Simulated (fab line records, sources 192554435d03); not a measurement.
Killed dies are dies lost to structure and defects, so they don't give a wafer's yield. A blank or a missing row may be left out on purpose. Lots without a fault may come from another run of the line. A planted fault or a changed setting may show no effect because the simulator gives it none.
Chamber matching | flow n5_finfet | N5_BEOL_M14_DESCUM_15 on rie_diel-05: 4 sister chambers
The step chemistry O2, time 7.9 s. 8 wafers are shown with their chamber, then 7 later ones without.

WAFERS WITH THEIR CHAMBER
wafer  | chamber | showerhead_plenum_p_Torr (Torr) | throttle_valve_pct (%)
L076.1 | 2       | 2.07                            | 20.36
L078.3 | 3       | 2.15                            | 20.39
L078.4 | 0       | 2.08                            | 20.53
L082.3 | 1       | 2.02                            | 20.25
L082.5 | 0       | 2.08                            | 20.54
L082.6 | 1       | 2.03                            | 20.23
L085.3 | 2       | 2.06                            | 19.96
L085.4 | 3       | 2.14                            | 20.42

WAFERS WITHOUT THEIR CHAMBER
wafer  | showerhead_plenum_p_Torr (Torr) | throttle_valve_pct (%)
L085.6 | 2.14                            | 20.42
L093.3 | 2.07                            | 20.57
L093.5 | 2.02                            | 20.27
L093.6 | 2.06                            | 19.99
L097.1 | 2.02                            | 20.28
L097.2 | 2.14                            | 20.09
L097.6 | 2.14                            | 20.10

WHICH CHAMBER EACH WENT THROUGH
wafer  | from the rows above     | in truth
L085.6 | 3                       | 3
L093.3 | can't be placed: 0 or 2 | 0
L093.5 | 1                       | 1
L093.6 | 2                       | 2
L097.1 | 1                       | 1
L097.2 | 3                       | 3
L097.6 | 3                       | 3
Placed correctly: 6 of 7. Can't be placed from these rows: 1 (the true chamber is among the candidates in 1). Placed wrongly: 0.
How it was worked out, from the rows above alone: a wafer's distance from a chamber is the root of the sum, over the readings, of the square of ((its reading less the chamber's mean) divided by the reading's scatter). The wafer belongs to the nearest chamber; if the next one is less than 2 further off, it can't be placed. A chamber's mean is the mean of its shown wafers. The scatter: the root of (the sum of the squares of (reading less its chamber's mean) over the shown wafers, divided by (wafers less chambers)).
